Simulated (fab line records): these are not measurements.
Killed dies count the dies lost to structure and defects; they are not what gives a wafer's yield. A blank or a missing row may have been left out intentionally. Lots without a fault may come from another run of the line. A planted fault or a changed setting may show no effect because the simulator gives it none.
Matching of chambers    flow n5_finfet    N5_BEOL_M9_CURE_72 on uv_cure-02 has 3 sister chambers
The step cures SiCOH lowk, time 120 s. 3 wafers are shown with their chamber, then 10 later ones without.

## WAFERS PAIRED WITH THEIR CHAMBERS
wafer   chamber  wafer_temp_C_max
L081.6  0        372.1
L087.6  1        371.4
L086.3  2        370.7

## WAFERS WHOSE CHAMBER IS MISSING
wafer   wafer_temp_C_max
L086.5  371.3
L091.2  371.2
L091.5  371.0
L091.6  371.1
L093.2  370.8
L093.3  370.8
L093.4  370.9
L097.3  371.1
L097.4  371.3
L097.5  370.8

## CHAMBER TAKEN BY EACH
wafer    from the rows above       in truth
L086.5   1                         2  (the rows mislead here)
L091.2   can't be placed: 1 or 2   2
L091.5   can't be placed: 2 or 1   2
L091.6   can't be placed: 1 or 2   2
L093.2   2                         2
L093.3   2                         2
L093.4   can't be placed: 2 or 1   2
L097.3   can't be placed: 1 or 2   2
L097.4   1                         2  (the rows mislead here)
L097.5   2                         2
Placed correctly: 3 of 10. Can't be placed from these rows: 5 (the true chamber is among the candidates in 5). Placed wrongly: 2.
How it was worked out, from the rows above alone: a wafer's distance from a chamber is the root of the sum, over the readings, of the square of ((its reading less the chamber's mean) divided by the reading's scatter). If the next closest chamber is less than 2 further off than the closest, the wafer can't be placed; otherwise it belongs to the closest. A chamber's mean is the mean of its shown wafers. The scatter: root of mean squared gap, hidden wafer to nearest shown wafer, with one shown wafer a chamber.
